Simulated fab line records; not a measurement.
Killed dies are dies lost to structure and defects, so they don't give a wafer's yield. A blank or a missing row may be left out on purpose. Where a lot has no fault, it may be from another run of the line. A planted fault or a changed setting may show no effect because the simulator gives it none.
A lot that was struck, set against a sound lot	flow n5 finfet	26 steps out of a route of 1938
Sound: these wafers, L880.1, L880.5, L880.6. Wafers L892.1, L892.2, L892.5 were the ones struck. The cause is named last.
Each step with rows lists, per side, the tool, then ch with its chambers, then its first start. Under that, the readings that differ: sound wafers	struck wafers	difference of the means	sigmas: that difference in standard deviations of wafers without a fault.
alike: a reading whose means differ by less than 2 such deviations, as well as words and numbers matching on both sides. not compared: withheld readings; readings where some wafer has no value; bounds like >300 that might hide an equal value; numbers whose values overlap and for which the record gives no deviation.
A row with sigmas, a row that says differs or no value, or rows on one side alone: a step with any of these is where the two part. Numbers that don't overlap but have no deviation are shown without sigmas and don't part them. A reading that every wafer of one side lacks parts them only if that side has two wafers or more.

first, 4 steps without rows for these wafers: N5_WELL_APT_OXIDE_STRIP_42 (strips SiO2 in dHF, time 45 s, target depth 12 nm); N5_WELL_APT_PRECLEAN_36 (cleans in O3/DIW, time 45 s); N5_WELL_APT_PRECLEAN_39 (cleans in dHF, time 60 s); N5_WELL_APT_SRD_37 (time 30 s).
N5_WELL_APT_EPI_41: deposits Si from SiH4/H2, target thk 50 nm, time 297.7 s.
  sound on epi rpcvd-04 ch 0, day 2 10:28; struck on epi rpcvd-01 ch 0, day 5 10:57
  alike: chamber pressure Torr, throttle valve pct
N5_WELL_APT_INSPECT_38: inspects for defects (darkfield).
  sound on defect inspect-02, day 2 11:18; struck on defect inspect-02, day 5 11:35
  alike: raw defect count
then, 6 steps without rows for these wafers: N5_PMOS_HMC_CHANNEL_EPI_HM_DEP_34 (deposits SiO2 from TEOS/O2, target thk 36 nm, time 6.9 s); N5_PMOS_HMC_CHANNEL_EPI_COAT_31 (time 60 s, resist thk 66 nm); N5_PMOS_HMC_CHANNEL_EPI_COAT_03 (resist thk 205 nm); N5_PMOS_HMC_CHANNEL_EPI_EBR_05; N5_PMOS_HMC_CHANNEL_EPI_SOFTBAKE_04 (time 60 s); N5_PMOS_HMC_CHANNEL_EPI_EXPOSE_06 (exposes mask PMOS HMC BLK, target cd 240 nm).
N5_PMOS_HMC_CHANNEL_EPI_PEB_07: peb time 60 s.
  sound on litho track-04 ch 0, day 2 11:33; struck on litho track-02 ch 0, day 5 11:58
then, 1 step without rows for these wafers: N5_PMOS_HMC_CHANNEL_EPI_DEVELOP_08 (develop time 30 s).
N5_PMOS_HMC_CHANNEL_EPI_CD_MEAS_09: target cd 237.4 nm.
  sound on cd sem-01 ch 0, day 2 11:37; struck on cd sem-01 ch 0, day 5 12:02
reading	sound	struck	difference	sigmas
cd nm (nm)	237.1 235.4 237.3	243.4 244.0 243.3	+7.0	+5
N5_PMOS_HMC_CHANNEL_EPI_OVL_MEAS_10:
  sound on overlay-01 ch 0, day 2 11:39; struck on overlay-01 ch 0, day 5 12:04
  alike: PMOS_HMC_BLK_OVL
N5_PMOS_HMC_CHANNEL_EPI_INSPECT_11: inspects for defects (macro).
  sound on defect inspect-02, day 2 11:40; struck on defect inspect-02, day 5 12:05
  alike: raw defect count
N5_PMOS_HMC_CHANNEL_EPI_DESCUM_14: chemistry O2, time 7.9 s.
  sound on rie diel-02 ch 0,1, day 2 11:43; struck on rie diel-02 ch 1,3, day 5 12:07
reading	sound	struck	difference	sigmas
model.PMOS_HMC_CHANNEL_EPI.cd nm (nm)	237.5 235.1 237.6	243.5 244.2 243.5	+7.0	
  alike: drypump motor current A, oes product au, rf vpp V, showerhead plenum p Torr, throttle valve pct
  not compared: rf hours counter h
N5_PMOS_HMC_CHANNEL_EPI_ETCH_32: etches BARC in N2/H2, stops on SiO2, target depth 85.8 nm, time 50.3 s.
  sound on rie diel-02 ch 0,1, day 2 11:44; struck on rie diel-02 ch 1,3, day 5 12:09
  alike: drypump motor current A, oes product au, rf vpp V, showerhead plenum p Torr, throttle valve pct
  not compared: rf hours counter h
N5_PMOS_HMC_CHANNEL_EPI_HM_OPEN_15: chemistry CHF3/O2, target SiO2, target depth 40.6 nm, time 20.3 s.
  sound on rie diel-02 ch 0,1, day 2 11:47; struck on rie diel-02 ch 1,3, day 5 12:11
  alike: CHF3_flow_sccm, drypump motor current A, oes product au, rf vpp V, showerhead plenum p Torr, throttle valve pct
  not compared: rf hours counter h
N5_PMOS_HMC_CHANNEL_EPI_STRIP_33: strips in N2/H2.
  sound on rie diel-02 ch 0,1, day 2 11:50; struck on rie diel-02 ch 1,3, day 5 12:15
  alike: drypump motor current A, oes product au, rf vpp V, showerhead plenum p Torr, throttle valve pct
  not compared: rf hours counter h
then, 1 step without rows for these wafers: N5_PMOS_HMC_CHANNEL_EPI_STRIP_17 (strips in SPM, time 750 s).
N5_PMOS_HMC_CHANNEL_EPI_ETCH_38: etches SiO2 in CF4, target depth 1.5 nm.
  sound on rie si-02 ch 0,1, day 2 12:10; struck on rie si-02 ch 0,3, day 5 12:33
  alike: drypump motor current A, oes product au, throttle valve pct
  not compared: rf hours counter h
N5_PMOS_HMC_CHANNEL_EPI_FIN_RECESS_16: chemistry HBr/Cl2, target Si, target depth 54 nm, time 18 s.
  sound on rie si-02 ch 0,1, day 2 12:11; struck on rie si-02 ch 0,3, day 5 12:34
reading	sound	struck	difference	sigmas
model.PMOS_HMC_CHANNEL_EPI.cd nm (nm)	240.6 236.9 240.7	246.2 247.1 246.3	+7.1	
  alike: drypump motor current A, oes product au, throttle valve pct
  not compared: rf hours counter h
then, 1 step without rows for these wafers: N5_PMOS_HMC_CHANNEL_EPI_PRECLEAN_36 (cleans in O3/DIW, time 45 s).
-- here the record skips 11 days between the struck wafers' starts before and after, leaving off in module PMOS_HMC_CHANNEL_EPI and picking up in module PASSIVATION (first step shown: number 1936 of the route) --
N5_PASSIVATION_PROBE_49:
  record: rows for the struck wafers here (prober-01, day 16 12:32), none for the sound ones

== WHERE THEY PART ==
At N5_PMOS_HMC_CHANNEL_EPI_CD_MEAS_09 first; at N5_PASSIVATION_PROBE_49 last (within this record only).

WHY: the cause the simulator had injected
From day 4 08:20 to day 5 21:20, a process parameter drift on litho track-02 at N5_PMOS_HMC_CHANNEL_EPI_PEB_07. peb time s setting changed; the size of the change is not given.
